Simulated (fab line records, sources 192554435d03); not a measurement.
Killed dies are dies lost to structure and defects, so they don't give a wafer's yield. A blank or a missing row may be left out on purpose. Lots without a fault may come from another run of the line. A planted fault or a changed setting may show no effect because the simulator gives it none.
fab line records | flow n5_finfet
record lots=7 wafers=21
route steps=1938 shown BEOL_M6@1239 BEOL_M8@1342
start_h: hours from the record's first day to the start of the lot's first wafer shown | wait_h: hours since the lot's step before | " the same as in the row above | L1.1+2: a row that stands for several wafers | - no value, or no start given | * or withheld: withheld | < > ~ a bound
route shown NAME@n: a module of which the file shows steps, and the number in the route of the first | usual: mean/standard deviation of fault-free wafers | same: alike in all rows | chamber/n: place in a boat | sites: the reading at each site | _std_site: their standard deviation | _edge_site: outer sites' mean less inner sites' | radius_mm: how far each site lies from the wafer's centre | mask NAME#n: copy n | behind: the tool/chamber that last shaped the wafer | hold: why the lot was held/for how many hours/how that ended | device: the transistor (n, p or np) that didn't switch | end of line: the same wafers' tests at the end of the route | a step without rows: its recipe alone | killed: dies lost to structure and defects at the first sort, not the wafer's yield | map: a wafer's dies, x killed, . not, _ none there
set.NAME: the setting as run; set.NAME@STEP: as run at that earlier step | model.NAME: the simulator's own value behind a step, which no gauge read
lots whose settings were changed on purpose; a table a step, a row a wafer
## steps
# step N5_BEOL_M6_TRENCH_ETCH_37
# recipe chemistry=C4F6/O2 target_depth_a=944.35 target=SiCOH_lowk time_s=31.5 ion_energy_ev=250 pressure_mtorr=30 source_w=345 bias_w=185 Ar_flow_sccm=300 C4F6_flow_sccm=10 O2_flow_sccm=10
# usual rf_vpp_V=665/6.5
# columns lot.wafer tool chamber start_h wait_h set.source_w rf_vpp_V model.BEOL_M6.feature_depth_nm model.etch.depth_nm
L076.1 rie_diel-06 2 - - 345 659 95.2 95.21
L076.4 " 1 " " 345 662 92.8 92.86
L076.5 " 0 " " 379.7 643 97.6 97.61
L080.1 rie_diel-04 2 - - 295.9 719 89 89.01
L080.2 " 0 " " 345 659 94.2 94.11
L080.4 " 1 " " 295.9 727 89 89.05
L081.3 rie_diel-05 2 - - 306.9 710 90.4 90.31
L081.4 " 0 " " 345 652 95.6 95.54
L081.5 " 3 " " 306.9 711 88 88.05
L090.4 rie_diel-04 3 - - 345 665 94.8 94.79
L090.5 " 2 " " 345 664 93.8 93.72
L090.6 " 3 " " 345 665 94.2 94.2
L091.2 rie_diel-05 3 - - 382.2 637 96.8 96.81
L091.3 " 1 " " 345 664 95 95.06
L091.6 " 3 " " 345 668 93.4 93.32
L092.2 rie_diel-04 0 - - 314 703 92.8 92.78
L092.4 " 2 " " 314 696 91 91.04
L092.5 " 1 " " 345 672 93.8 93.74
L097.2 rie_diel-05 3 - - 398.7 622 96.6 96.65
L097.3 " 2 " " 398.7 623 99.6 99.63
L097.4 " 0 " " 345 651 94.2 94.24
# step N5_BEOL_M6_ETCH_41
# recipe chemistry=CH3F/O2 target=SiCN target_depth_a=297 taper_deg=2 time_s=52 ion_energy_ev=120 mask_material=TiN pressure_mtorr=30 source_w=395 bias_w=75 Ar_flow_sccm=150 CH3F_flow_sccm=30 O2_flow_sccm=20
# step N5_BEOL_M6_STRIP_80
# recipe chemistry=N2/H2 time_s=10 power_w=450 temp_c=40 pressure_mtorr=20 rf_frequency_hz=6e+07 bias_power_w=7 n2_flow_sccm=200 h2_flow_sccm=200
# step N5_BEOL_M6_ECD_50
# recipe material=Cu target_thk_a=3000
# step N5_BEOL_M6_ANNEAL_51
# recipe temp_c=225 time_s=90 ambient=N2
# step N5_BEOL_M6_CMP_52
# recipe stop_on=SiCOH_lowk t_overpolish_s=6.9 down_force_psi=1 platen_rpm=50 clearing_platen_down_force_psi=1.5 clearing_platen_rpm=50 post_cmp_clean=cu_alkaline target_thk_nm=80 clearing_platen_pad_velocity_m_s=0.99484 pad_velocity_m_s=0.99484
# columns lot.wafer tool chamber start_h wait_h set.source_w@BEOL_M6_TRENCH_ETCH_37 model.Cu_of_BEOL_M6_ECD_50.thk_nm
L076.4 cmp-01 2 218.34 0.2 345 76.4
L076.1 " 0 " " 345 79.2
L076.5 " 1 " " 379.7 81.6
L080.2 cmp-01 0 233.26 0.2 345 77.8
L080.1 " 1 " " 295.9 75.4
L080.4 " 3 " " 295.9 74.4
L081.4 cmp-01 2 235.62 0.1 345 81.2
L081.3 " 0 " " 306.9 75.2
L081.5 " 3 " " 306.9 73.4
L090.4 cmp-02 3 290.37 0.2 345 80.6
L090.5 " 2 " " 345 80.8
L090.6 " 3 " " 345 80.4
L091.2 cmp-01 1 299.17 0.2 382.2 83.4
L091.3 " 0 " " 345 79.8
L091.6 " 1 " " 345 79.2
L092.2 cmp-01 1 313.18 0.2 314 79.2
L092.4 " 3 " " 314 76.8
L092.5 " 1 " " 345 80.2
L097.2 cmp-02 2 341.70 0.3 398.7 83
L097.4 " 3 " " 345 80
L097.3 " 0 " " 398.7 84.8
# step N5_BEOL_M6_THK_MEAS_53
# recipe thk_meas_gauge=xrf reads=Cu_of_BEOL_M6_ECD_50
# usual M6_THK=79.1/1.7
# columns lot.wafer tool chamber start_h wait_h set.source_w@BEOL_M6_TRENCH_ETCH_37 M6_THK[nm]
L076.1 film_metro-01 - 218.59 - 345 77.6
L076.4 " - " " 345 75.2
L076.5 " - " " 379.7 80.2
L080.1 film_metro-02 - 233.56 - 295.9 73.5
L080.2 " - " " 345 76.0
L080.4 " - " " 295.9 72.4
L081.3 film_metro-02 - 235.92 - 306.9 73.6
L081.4 " - " " 345 79.6
L081.5 " - " " 306.9 71.9
L090.4 film_metro-01 - 290.63 - 345 79.7
L090.5 " - " " 345 79.5
L090.6 " - " " 345 79.3
L091.2 film_metro-01 - 299.47 - 382.2 82.3
L091.3 " - " " 345 78.9
L091.6 " - " " 345 78.2
L092.2 film_metro-01 - 313.44 - 314 78.5
L092.4 " - " " 314 75.9
L092.5 " - " " 345 79.2
L097.2 film_metro-02 - 342.00 - 398.7 80.8
L097.3 " - " " 398.7 82.8
L097.4 " - " " 345 77.8
# step N5_BEOL_M6_PRE_CLEAN_55
# recipe gas=NH3 time_s=15 temp_c=withheld rf_power_w=300
# step N5_BEOL_M6_DEP_56
# recipe material=SiCN target_thk_a=100 temp_c=withheld precursor=3MS/NH3 pressure_torr=3 rf_w=202 time_s=17.5
# step N5_BEOL_M6_RS_MEAS_57
# recipe thk_meas_gauge=four-point-probe reads=Cu_of_BEOL_M6_ECD_50+Co_of_BEOL_M6_CVD_78+TaN_of_BEOL_M6_ALD_77
# usual M6_RS=0.285/0.0062
# columns lot.wafer tool chamber start_h wait_h set.source_w@BEOL_M6_TRENCH_ETCH_37 M6_RS[ohm/sq]
L076.1 film_metro-01 - 218.73 0.1 345 0.289
L076.4 " - " " 345 0.302
L076.5 " - " " 379.7 0.280
L080.1 film_metro-02 - 233.69 0.1 295.9 0.307
L080.2 " - " " 345 0.295
L080.4 " - " " 295.9 0.313
L081.3 film_metro-01 - 236.05 0.1 306.9 0.308
L081.4 " - " " 345 0.282
L081.5 " - " " 306.9 0.317
L090.4 film_metro-02 - 290.76 0.0 345 0.283
L090.5 " - " " 345 0.283
L090.6 " - " " 345 0.284
L091.2 film_metro-02 - 299.60 0.1 382.2 0.272
L091.3 " - " " 345 0.287
L091.6 " - " " 345 0.290
L092.2 film_metro-02 - 313.57 0.1 314 0.290
L092.4 " - " " 314 0.300
L092.5 " - " " 345 0.285
L097.2 film_metro-01 - 342.13 0.1 398.7 0.274
L097.3 " - " " 398.7 0.267
L097.4 " - " " 345 0.287
# step N5_BEOL_M8_EXPOSE_08
# recipe mask_id=M8 na=1.35 source_shape=dipole sigma_inner=0.817 sigma_outer=0.97 polarization=te dose_mj=68.25
# columns lot.wafer tool chamber start_h wait_h mask set.dose_mj
L076.1 arfi_scanner-02 0 231.29 - M8#0 68.25
L076.4+5 " 0 " " M8#0 66.48
L080.1+4 arfi_scanner-02 0 242.44 - M8#0 68.25
L080.2 " 0 " " M8#0 64.11
L081.3 arfi_scanner-03 0 246.18 - M8#0 68.25
L081.4+5 " 0 " " M8#0 72.56
L090.4+5+6 arfi_scanner-03 0 303.25 - M8#0 68.25
L091.2+6 arfi_scanner-01 0 313.40 - M8#0 68.25
L091.3 " 0 " " M8#0 66.33
L092.2+4 arfi_scanner-03 0 326.01 - M8#0 68.25
L092.5 " 0 " " M8#0 64.17
L097.2 arfi_scanner-01 0 352.61 - M8#0 68.25
L097.3+4 " 0 " " M8#0 70.27
# step N5_BEOL_M8_PEB_09
# recipe peb_temp_c=withheld peb_time_s=60 resist=CAR-ArF
# step N5_BEOL_M8_DEVELOP_10
# recipe develop_time_s=30 developer=TMAH resist=CAR-ArF rinse_liquid=diw dry=air_spin dev_temp_c=23
# step N5_BEOL_M8_CD_MEAS_11
# recipe target_cd_nm=38.5 landing_energy_ev=500 detector=se_inlens polarity=opening
# usual cd_nm=38.6/0.38
# columns lot.wafer tool chamber start_h wait_h set.dose_mj@BEOL_M8_EXPOSE_08 cd_nm
L076.1 cd_sem-02 0 231.41 - 68.25 38.8
L076.4 " 0 " " 66.48 37.0
L076.5 " 0 " " 66.48 36.6
L080.1 cd_sem-03 0 242.57 - 68.25 38.2
L080.2 " 0 " " 64.11 35.1
L080.4 " 0 " " 68.25 38.6
L081.3 cd_sem-03 0 246.29 - 68.25 38.9
L081.4 " 0 " " 72.56 41.9
L081.5 " 0 " " 72.56 41.7
L090.4 cd_sem-03 0 303.36 - 68.25 38.7
L090.5 " 0 " " 68.25 39.3
L090.6 " 0 " " 68.25 38.8
L091.2 cd_sem-03 0 313.53 - 68.25 38.7
L091.3 " 0 " " 66.33 37.3
L091.6 " 0 " " 68.25 38.9
L092.2 cd_sem-01 0 326.13 - 68.25 38.9
L092.4 " 0 " " 68.25 39.0
L092.5 " 0 " " 64.17 35.8
L097.2 cd_sem-01 0 352.73 - 68.25 38.6
L097.3 " 0 " " 70.27 39.5
L097.4 " 0 " " 70.27 40.3
# step N5_BEOL_M8_ETCH_61
# recipe chemistry=CF4 target=SiARC target_depth_a=455 mask_material=CAR-ArF time_s=75.8 ion_energy_ev=80 pressure_mtorr=40 source_w=545 bias_w=36 Ar_flow_sccm=100 cf4_flow_sccm=100 ends=cleared
# usual rf_vpp_V=184.1/1.1
# columns lot.wafer tool chamber start_h wait_h set.bias_w set.dose_mj@BEOL_M8_EXPOSE_08 rf_vpp_V model.BEOL_M8.cd_offset_nm
L076.1 rie_diel-04 3 231.60 0.0 36 68.25 184.6 0
L076.4 " 1 " " 36 66.48 184.5 -1.2
L076.5 " 2 " " 36 66.48 184.4 -1.8
L080.1 rie_diel-04 3 243.14 0.0 36 68.25 184.3 -0.2
L080.2 " 0 " " 36 64.11 183.1 -3.6
L080.4 " 1 " " 36 68.25 185.4 0.2
L081.3 rie_diel-05 1 246.86 0.0 36 68.25 183.7 0.2
L081.4 " 0 " " 36 72.56 185.2 3.6
L081.5 " 2 " " 36 72.56 184.7 3.6
L090.4 rie_diel-06 0 303.48 0.0 36 68.25 184.8 0.4
L090.5 " 0 " " 36 68.25 185.1 0.6
L090.6 " 3 " " 36 68.25 184.2 0.2
L091.2 rie_diel-06 3 313.66 0.0 36 68.25 183.5 0.2
L091.3 " 2 " " 33.2 66.33 175.0 -1
L091.6 " 1 " " 36 68.25 184.2 -0.2
L092.2 rie_diel-05 0 326.88 0.0 30.73 68.25 166.4 0.4
L092.4 " 2 " " 36 68.25 183.2 0
L092.5 " 1 " " 30.73 64.17 164.3 -2.6
L097.2 rie_diel-05 2 353.17 0.0 32.86 68.25 172.5 0.4
L097.3 " 0 " " 36 70.27 183.7 1.2
L097.4 " 1 " " 32.86 70.27 171.5 2.2
# step N5_BEOL_M8_ETCH_62
# recipe chemistry=N2/H2 target=SOC target_depth_a=1100 overetch_a=220 mask_material=SiARC temp_c=40 time_s=165 ion_energy_ev=200 pressure_mtorr=30 source_w=840 bias_w=150 n2_flow_sccm=200 h2_flow_sccm=200
# columns lot.wafer tool chamber start_h wait_h set.dose_mj@BEOL_M8_EXPOSE_08 model.BEOL_M8.cd_offset_nm
L076.1 rie_diel-04 3 231.65 0.0 68.25 0
L076.4 " 1 " " 66.48 -1.2
L076.5 " 2 " " 66.48 -1.6
L080.1 rie_diel-04 3 243.20 0.0 68.25 -0.4
L080.2 " 0 " " 64.11 -3.6
L080.4 " 1 " " 68.25 0
L081.3 rie_diel-05 1 246.91 0.0 68.25 0.4
L081.4 " 0 " " 72.56 3.8
L081.5 " 2 " " 72.56 4
L090.4+6 rie_diel-06 0,3 303.54 0.0 68.25 0
L090.5 " 0 " " 68.25 0.2
L091.2 rie_diel-06 3 313.71 0.0 68.25 0
L091.3 " 2 " " 66.33 -1
L091.6 " 1 " " 68.25 -0.2
L092.2 rie_diel-05 0 326.93 0.0 68.25 0.2
L092.4 " 2 " " 68.25 0
L092.5 " 1 " " 64.17 -2.6
L097.2 rie_diel-05 2 353.23 0.0 68.25 0.4
L097.3 " 0 " " 70.27 1
L097.4 " 1 " " 70.27 2.2
# step N5_BEOL_M8_STRIP_68
# recipe chemistry=N2/H2 temp_c=40 n2_flow_sccm=200 h2_flow_sccm=200 rf_frequency_hz=6e+07
# step N5_BEOL_M8_STRIP_67
# recipe chemistry=CF4 resist=SiARC power_w=300 bias_power_w=75 pressure_mtorr=50 cf4_flow_sccm=150 rf_frequency_hz=6e+07
# step N5_BEOL_M8_HM_OPEN_17
# recipe chemistry=Cl2/BCl3 target_depth_a=200 overetch_a=60 target=TiN mask_material=SOC ion_energy_ev=150 pressure_mtorr=10 icp_w=1000 bias_w=126 Cl2_flow_sccm=53.25 bcl3_flow_sccm=21.75 Ar_flow_sccm=25
# step N5_BEOL_M8_STRIP_19
# recipe chemistry=O2 power_w=400 temp_c=40 pressure_mtorr=30 rf_frequency_hz=6e+07 bias_power_w=0 overash_fraction=0.2 o2_flow_sccm=225
# step N5_BEOL_M8_CD_MEAS_18
# recipe pitch_nm=80 target_cd_nm=40
# usual cd_nm=40.1/0.44
# columns lot.wafer tool chamber start_h wait_h set.dose_mj@BEOL_M8_EXPOSE_08 cd_nm
L076.1 cd_sem-02 - 232.02 0.0 68.25 39.8
L076.4 " - " " 66.48 39.3
L076.5 " - " " 66.48 38.4
L080.1 cd_sem-02 - 243.60 0.0 68.25 39.9
L080.2 " - " " 64.11 36.5
L080.4 " - " " 68.25 39.9
L081.3 cd_sem-02 - 247.28 0.1 68.25 40.5
L081.4 " - " " 72.56 43.6
L081.5 " - " " 72.56 44.0
L090.4 cd_sem-01 - 303.91 0.1 68.25 39.7
L090.5 " - " " 68.25 40.4
L090.6 " - " " 68.25 39.9
L091.2 cd_sem-02 - 314.08 0.1 68.25 39.9
L091.3 " - " " 66.33 39.4
L091.6 " - " " 68.25 39.9
L092.2 cd_sem-02 - 327.42 0.1 68.25 40.3
L092.4 " - " " 68.25 39.5
L092.5 " - " " 64.17 37.4
L097.2 cd_sem-03 - 353.60 0.1 68.25 39.9
L097.3 " - " " 70.27 41.0
L097.4 " - " " 70.27 42.4
# step N5_BEOL_M8_TRENCH_ETCH_37
# recipe chemistry=C4F6/O2 target_depth_a=934.78 target=SiCOH_lowk time_s=31.2 ion_energy_ev=250 pressure_mtorr=30 source_w=345 bias_w=185 Ar_flow_sccm=300 C4F6_flow_sccm=10 O2_flow_sccm=10
# columns lot.wafer tool chamber start_h wait_h set.time_s model.etch.depth_nm model.BEOL_M8.feature_depth_nm
L076.1 rie_diel-06 1 - - 31.2 92.6 92.6
L076.4 " 3 " " 31.2 92.75 92.8
L076.5 " 0 " " 31.2 94.47 94.4
L080.1 rie_diel-05 2 - - 31.2 93.5 93.6
L080.2 " 3 " " 31.2 91.99 92
L080.4 " 0 " " 31.2 94.16 94.2
L081.3 rie_diel-04 2 - - 31.2 93.66 93.6
L081.4 " 2 " " 31.2 93.62 93.6
L081.5 " 3 " " 31.2 94.6 94.6
L090.4 rie_diel-05 1 - - 31.2 93.8 93.8
L090.5 " 2 " " 31.2 93.4 93.4
L090.6 " 1 " " 31.2 93.92 94
L091.2 rie_diel-06 3 - - 33.9 99.08 99
L091.3 " 2 " " 33.9 100.7 100.6
L091.6 " 1 " " 31.2 90.9 90.8
L092.2 rie_diel-04 2 - - 31.2 92.76 92.8
L092.4 " 3 " " 31.2 94.18 94.2
L092.5 " 1 " " 28.89 85.61 85.6
L097.2 rie_diel-05 2 - - 31.2 92.89 92.8
L097.3 " 0 " " 31.2 93.52 93.6
L097.4 " 3 " " 31.2 91.31 91.4
# step N5_BEOL_M8_ETCH_41
# recipe chemistry=CH3F/O2 target=SiCN target_depth_a=319 taper_deg=2 time_s=57.8 ion_energy_ev=120 mask_material=TiN pressure_mtorr=30 source_w=395 bias_w=75 Ar_flow_sccm=150 CH3F_flow_sccm=30 O2_flow_sccm=20
# step N5_BEOL_M8_STRIP_80
# recipe chemistry=N2/H2 time_s=10 power_w=450 temp_c=40 pressure_mtorr=20 rf_frequency_hz=6e+07 bias_power_w=7 n2_flow_sccm=200 h2_flow_sccm=200
# step N5_BEOL_M8_OCD_MEAS_38
# usual trench_depth_nm=93.3/1.3
# columns lot.wafer tool chamber start_h wait_h set.time_s@BEOL_M8_TRENCH_ETCH_37 trench_depth_nm
L076.1 ocd-01 - 234.51 - 31.2 92.7
L076.4 " - " " 31.2 92.9
L076.5 " - " " 31.2 94.6
L080.1 ocd-01 - 245.99 - 31.2 93.6
L080.2 " - " " 31.2 91.5
L080.4 " - " " 31.2 94.1
L081.3 ocd-02 - 248.73 - 31.2 93.7
L081.4 " - " " 31.2 93.6
L081.5 " - " " 31.2 94.1
L090.4 ocd-01 - 306.80 - 31.2 93.5
L090.5 " - " " 31.2 93.6
L090.6 " - " " 31.2 93.7
L091.2 ocd-01 - 315.44 - 33.9 99.0
L091.3 " - " " 33.9 100.8
L091.6 " - " " 31.2 91.1
L092.2 ocd-02 - 330.16 - 31.2 92.5
L092.4 " - " " 31.2 94.5
L092.5 " - " " 28.89 85.9
L097.2 ocd-01 - 356.30 - 31.2 93.0
L097.3 " - " " 31.2 93.7
L097.4 " - " " 31.2 91.8
# step N5_BEOL_M8_HM_STRIP_39
# recipe chemistry=peroxide_tin_strip material=TiN target_depth_a=250 temp_c=50 time_s=158
# step N5_BEOL_M8_SRD_40
# recipe time_s=30 temp_c=23 rinse_liquid=diw dry=ipa_marangoni
# step N5_BEOL_M8_PRECLEAN_42
# recipe chemistry=residue_remover time_s=60 temp_c=40
# step N5_BEOL_M8_SRD_43
# recipe time_s=30 temp_c=23 rinse_liquid=diw dry=ipa_marangoni
# step N5_BEOL_M8_CD_MEAS_35
# recipe target_cd_nm=40 polarity=opening
# usual cd_nm=40.1/0.48
# columns lot.wafer tool chamber start_h wait_h set.dose_mj@BEOL_M8_EXPOSE_08 cd_nm
L076.1 cd_sem-01 - 234.66 0.0 68.25 40.2
L076.4 " - " " 66.48 39.0
L076.5 " - " " 66.48 38.6
L080.1 cd_sem-02 - 246.14 0.0 68.25 39.7
L080.2 " - " " 64.11 36.1
L080.4 " - " " 68.25 40.1
L081.3 cd_sem-03 - 248.88 0.0 68.25 40.3
L081.4 " - " " 72.56 44.0
L081.5 " - " " 72.56 43.9
L090.4 cd_sem-03 - 306.95 0.0 68.25 40.0
L090.5 " - " " 68.25 40.2
L090.6 " - " " 68.25 40.0
L091.2 cd_sem-01 - 315.59 0.0 68.25 40.2
L091.3 " - " " 66.33 39.6
L091.6 " - " " 68.25 40.2
L092.2 cd_sem-03 - 330.31 0.0 68.25 39.8
L092.4 " - " " 68.25 40.2
L092.5 " - " " 64.17 37.5
L097.2 cd_sem-02 - 356.46 0.0 68.25 40.0
L097.3 " - " " 70.27 41.1
L097.4 " - " " 70.27 42.4
## key
split step=N5_BEOL_M6_TRENCH_ETCH_37 setting=source_w stated=345 by=wafer
response step=N5_BEOL_M6_TRENCH_ETCH_37 reading=rf_vpp_V change=-3.15 per=1% r=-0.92
response step=N5_BEOL_M6_TRENCH_ETCH_37 reading=model.BEOL_M6.feature_depth_nm change=+0.331 per=1% r=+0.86
response step=N5_BEOL_M6_TRENCH_ETCH_37 reading=model.etch.depth_nm change=+0.328 per=1% r=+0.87
response step=N5_BEOL_M6_CMP_52 reading=model.Cu_of_BEOL_M6_ECD_50.thk_nm change=+0.322 per=1% r=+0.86
response step=N5_BEOL_M6_THK_MEAS_53 reading=M6_THK change=+0.32 per=1% r=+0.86
response step=N5_BEOL_M6_RS_MEAS_57 reading=M6_RS change=-0.00141 per=1% r=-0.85
split step=N5_BEOL_M8_EXPOSE_08 setting=dose_mj stated=68.25 by=wafer
response step=N5_BEOL_M8_CD_MEAS_11 reading=cd_nm change=+0.52 per=1% r=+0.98
response step=N5_BEOL_M8_ETCH_61 reading=model.BEOL_M8.cd_offset_nm change=+0.52 per=1% r=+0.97
response step=N5_BEOL_M8_ETCH_62 reading=model.BEOL_M8.cd_offset_nm change=+0.505 per=1% r=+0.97
response step=N5_BEOL_M8_CD_MEAS_18 reading=cd_nm change=+0.488 per=1% r=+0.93
response step=N5_BEOL_M8_CD_MEAS_35 reading=cd_nm change=+0.524 per=1% r=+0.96
split step=N5_BEOL_M8_ETCH_61 setting=bias_w stated=36 by=wafer
response step=N5_BEOL_M8_ETCH_61 reading=rf_vpp_V change=+1.23 per=1% r=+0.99
split step=N5_BEOL_M8_TRENCH_ETCH_37 setting=time_s stated=31.2 by=wafer
response step=N5_BEOL_M8_TRENCH_ETCH_37 reading=model.etch.depth_nm change=+1.05 per=1% r=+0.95
response step=N5_BEOL_M8_TRENCH_ETCH_37 reading=model.BEOL_M8.feature_depth_nm change=+1.05 per=1% r=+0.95
response step=N5_BEOL_M8_OCD_MEAS_38 reading=trench_depth_nm change=+1.02 per=1% r=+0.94
